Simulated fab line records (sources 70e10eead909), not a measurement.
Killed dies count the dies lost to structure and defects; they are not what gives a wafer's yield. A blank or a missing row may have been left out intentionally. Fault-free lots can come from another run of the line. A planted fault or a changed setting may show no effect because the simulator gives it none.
Matching of chambers / flow nand-harc / rie-diel-11 running NHARC_P_M0_STRIP_18: 4 sister chambers
The step strips in N2/H2. 22 wafers are shown with their chamber, then 11 later ones without.

EACH WAFER AND ITS CHAMBER
wafer=L075.3; chamber=1; showerhead-plenum-p-Torr (Torr)=1.89; oes-product-au (a.u.)=0.968; rf-vpp-V (V)=89.2
wafer=L075.4; chamber=3; showerhead-plenum-p-Torr (Torr)=2.06; oes-product-au (a.u.)=0.980; rf-vpp-V (V)=90.2
wafer=L075.6; chamber=1; showerhead-plenum-p-Torr (Torr)=1.89; oes-product-au (a.u.)=0.981; rf-vpp-V (V)=89.6
wafer=L076.1; chamber=1; showerhead-plenum-p-Torr (Torr)=1.89; oes-product-au (a.u.)=0.987; rf-vpp-V (V)=90.8
wafer=L076.5; chamber=2; showerhead-plenum-p-Torr (Torr)=1.95; oes-product-au (a.u.)=0.979; rf-vpp-V (V)=90.5
wafer=L076.6; chamber=1; showerhead-plenum-p-Torr (Torr)=1.89; oes-product-au (a.u.)=0.990; rf-vpp-V (V)=89.3
wafer=L077.1; chamber=2; showerhead-plenum-p-Torr (Torr)=1.95; oes-product-au (a.u.)=0.989; rf-vpp-V (V)=89.9
wafer=L077.4; chamber=1; showerhead-plenum-p-Torr (Torr)=1.89; oes-product-au (a.u.)=0.970; rf-vpp-V (V)=90.8
wafer=L077.5; chamber=3; showerhead-plenum-p-Torr (Torr)=2.06; oes-product-au (a.u.)=0.983; rf-vpp-V (V)=90.1
wafer=L079.1; chamber=0; showerhead-plenum-p-Torr (Torr)=1.88; oes-product-au (a.u.)=0.993; rf-vpp-V (V)=90.0
wafer=L079.4; chamber=1; showerhead-plenum-p-Torr (Torr)=1.89; oes-product-au (a.u.)=0.989; rf-vpp-V (V)=89.7
wafer=L079.6; chamber=0; showerhead-plenum-p-Torr (Torr)=1.88; oes-product-au (a.u.)=1.004; rf-vpp-V (V)=89.3
wafer=L078.1; chamber=2; showerhead-plenum-p-Torr (Torr)=1.95; oes-product-au (a.u.)=0.979; rf-vpp-V (V)=90.7
wafer=L078.3; chamber=1; showerhead-plenum-p-Torr (Torr)=1.89; oes-product-au (a.u.)=0.985; rf-vpp-V (V)=90.1
wafer=L078.5; chamber=0; showerhead-plenum-p-Torr (Torr)=1.88; oes-product-au (a.u.)=0.996; rf-vpp-V (V)=89.5
wafer=L082.1; chamber=2; showerhead-plenum-p-Torr (Torr)=1.95; oes-product-au (a.u.)=0.979; rf-vpp-V (V)=90.3
wafer=L082.3; chamber=1; showerhead-plenum-p-Torr (Torr)=1.89; oes-product-au (a.u.)=0.987; rf-vpp-V (V)=87.4
wafer=L082.6; chamber=2; showerhead-plenum-p-Torr (Torr)=1.95; oes-product-au (a.u.)=0.982; rf-vpp-V (V)=91.0
wafer=L083.2; chamber=0; showerhead-plenum-p-Torr (Torr)=1.88; oes-product-au (a.u.)=1.002; rf-vpp-V (V)=91.0
wafer=L083.3; chamber=2; showerhead-plenum-p-Torr (Torr)=1.95; oes-product-au (a.u.)=0.967; rf-vpp-V (V)=90.5
wafer=L083.4; chamber=1; showerhead-plenum-p-Torr (Torr)=1.89; oes-product-au (a.u.)=1.000; rf-vpp-V (V)=89.6
wafer=L086.4; chamber=3; showerhead-plenum-p-Torr (Torr)=2.05; oes-product-au (a.u.)=0.990; rf-vpp-V (V)=90.1

SIGNATURES (means of the wafers above)
reading=showerhead-plenum-p-Torr; chamber 0=1.8800; chamber 1=1.8900; chamber 2=1.9500; chamber 3=2.0567; scatter within a chamber=0.00192
reading=oes-product-au; chamber 0=0.99875; chamber 1=0.98411; chamber 2=0.97917; chamber 3=0.98433; scatter within a chamber=0.0081
reading=rf-vpp-V; chamber 0=89.950; chamber 1=89.611; chamber 2=90.483; chamber 3=90.133; scatter within a chamber=0.769
Rule: for a wafer and a chamber, the distance is found by dividing, reading by reading, the gap between the wafer's reading and the chamber's mean by the reading's scatter, squaring, summing and taking the root. The wafer belongs to the nearest chamber; if the next one is less than 2 further off, it can't be placed. The scatter: the root of (the sum of the squares of (reading less its chamber's mean) over the shown wafers, divided by (wafers less chambers)).

WAFERS WHOSE CHAMBER IS MISSING
wafer=L086.5; showerhead-plenum-p-Torr (Torr)=1.88; oes-product-au (a.u.)=1.012; rf-vpp-V (V)=90.3
wafer=L086.6; showerhead-plenum-p-Torr (Torr)=1.89; oes-product-au (a.u.)=0.990; rf-vpp-V (V)=90.4
wafer=L089.2; showerhead-plenum-p-Torr (Torr)=2.22; oes-product-au (a.u.)=1.014; rf-vpp-V (V)=89.5
wafer=L089.5; showerhead-plenum-p-Torr (Torr)=1.88; oes-product-au (a.u.)=1.003; rf-vpp-V (V)=89.0
wafer=L089.6; showerhead-plenum-p-Torr (Torr)=2.22; oes-product-au (a.u.)=1.020; rf-vpp-V (V)=91.5
wafer=L095.2; showerhead-plenum-p-Torr (Torr)=1.94; oes-product-au (a.u.)=0.976; rf-vpp-V (V)=90.6
wafer=L095.5; showerhead-plenum-p-Torr (Torr)=1.94; oes-product-au (a.u.)=0.994; rf-vpp-V (V)=90.8
wafer=L095.6; showerhead-plenum-p-Torr (Torr)=2.05; oes-product-au (a.u.)=0.993; rf-vpp-V (V)=90.9
wafer=L096.1; showerhead-plenum-p-Torr (Torr)=2.05; oes-product-au (a.u.)=0.993; rf-vpp-V (V)=90.5
wafer=L096.3; showerhead-plenum-p-Torr (Torr)=1.94; oes-product-au (a.u.)=0.986; rf-vpp-V (V)=89.6
wafer=L096.6; showerhead-plenum-p-Torr (Torr)=1.88; oes-product-au (a.u.)=0.997; rf-vpp-V (V)=91.1

THE CHAMBER EACH PASSED THROUGH
wafer=L086.5; from the rows above=0; in truth=0
wafer=L086.6; from the rows above=1; in truth=1
wafer=L089.2; from the rows above=3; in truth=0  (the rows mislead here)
wafer=L089.5; from the rows above=0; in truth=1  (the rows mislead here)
wafer=L089.6; from the rows above=3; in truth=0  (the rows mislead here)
wafer=L095.2; from the rows above=2; in truth=2
wafer=L095.5; from the rows above=2; in truth=2
wafer=L095.6; from the rows above=3; in truth=3
wafer=L096.1; from the rows above=3; in truth=3
wafer=L096.3; from the rows above=2; in truth=2
wafer=L096.6; from the rows above=0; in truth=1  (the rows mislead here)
7 of 11 placed correctly. Number that these rows cannot place: 0. Number placed wrongly: 4.
